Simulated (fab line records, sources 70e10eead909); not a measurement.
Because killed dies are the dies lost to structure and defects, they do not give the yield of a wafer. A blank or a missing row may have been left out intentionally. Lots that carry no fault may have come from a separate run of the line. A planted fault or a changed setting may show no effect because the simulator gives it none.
Chamber matching | flow nandHarc | NHARC_A_CONTACT_DEP_58 on pecvd-01 has 3 sister chambers
The step deposits SiON, target thk 60 nm. 6 wafers are shown with their chamber, then 8 later ones without.

## WAFERS PAIRED WITH THEIR CHAMBERS
wafer  | chamber | heaterPowerW (W)
L078.5 | 1       | 595
L076.4 | 2       | 571
L080.2 | 2       | 563
L080.4 | 0       | 926
L080.6 | 1       | 570
L084.1 | 0       | 882

## WAFERS WITHOUT THEIR CHAMBER
wafer  | heaterPowerW (W)
L084.2 | 611
L084.6 | 662
L087.2 | 654
L087.4 | 947
L087.5 | 598
L096.2 | 607
L096.4 | 655
L096.5 | 943

## THE CHAMBER EACH PASSED THROUGH
wafer  | from the rows above     | in truth
L084.2 | can't be placed: 1 or 2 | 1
L084.6 | can't be placed: 1 or 2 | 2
L087.2 | can't be placed: 1 or 2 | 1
L087.4 | 0                       | 0
L087.5 | can't be placed: 1 or 2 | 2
L096.2 | can't be placed: 1 or 2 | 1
L096.4 | can't be placed: 1 or 2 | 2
L096.5 | 0                       | 0
Placed correctly: 2 of 8. These rows do not allow placing 6 (true chamber among the candidates in 6). Wrongly placed: 0.
How it was worked out, from the rows above alone: a wafer's distance from a chamber is the root of the sum, over the readings, of the square of ((its reading less the chamber's mean) divided by the reading's scatter). The wafer belongs to the nearest chamber; if the next one is less than 2 further off, it can't be placed. For every chamber, the mean is computed from those of its wafers that are shown. The scatter is the square root of a quotient: the sum, over the shown wafers, of each reading's squared deviation from its chamber's mean, divided by wafers minus chambers.
